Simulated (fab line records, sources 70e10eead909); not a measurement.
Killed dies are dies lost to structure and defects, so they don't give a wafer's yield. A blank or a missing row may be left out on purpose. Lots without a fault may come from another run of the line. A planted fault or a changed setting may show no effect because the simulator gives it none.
Chamber matching | flow nand_harc | NHARC_P_M0_DEP_32 on pecvd-04: 3 sister chambers
The step deposits SiCN, target thk 30 nm. 3 wafers are shown with their chamber, then 10 later ones without.

WAFERS WITH THEIR CHAMBER
wafer  | chamber | showerhead_vpp_V (V)
L086.5 | 2       | 1467
L091.2 | 1       | 1391
L091.3 | 0       | 1275

WAFERS WITHOUT THEIR CHAMBER
wafer  | showerhead_vpp_V (V)
L091.4 | 1394
L092.1 | 1471
L092.2 | 1293
L092.4 | 1394
L095.2 | 1449
L095.3 | 1411
L095.6 | 1475
L096.3 | 1395
L096.4 | 1390
L096.6 | 1306

WHICH CHAMBER EACH WENT THROUGH
wafer  | from the rows above | in truth
L091.4 | 1                   | 1
L092.1 | 2                   | 2
L092.2 | 0                   | 0
L092.4 | 1                   | 1
L095.2 | 2                   | 2
L095.3 | 1                   | 1
L095.6 | 2                   | 2
L096.3 | 1                   | 1
L096.4 | 1                   | 1
L096.6 | 0                   | 0
Placed correctly: 10 of 10. Can't be placed from these rows: 0. Placed wrongly: 0.
How it was worked out, from the rows above alone: a wafer's distance from a chamber is the root of the sum, over the readings, of the square of ((its reading less the chamber's mean) divided by the reading's scatter). The wafer belongs to the nearest chamber; if the next one is less than 2 further off, it can't be placed. A chamber's mean is the mean of its shown wafers. The scatter: with one shown wafer a chamber, the root of the mean of the squares of how far each hidden wafer lies from its nearest shown one.
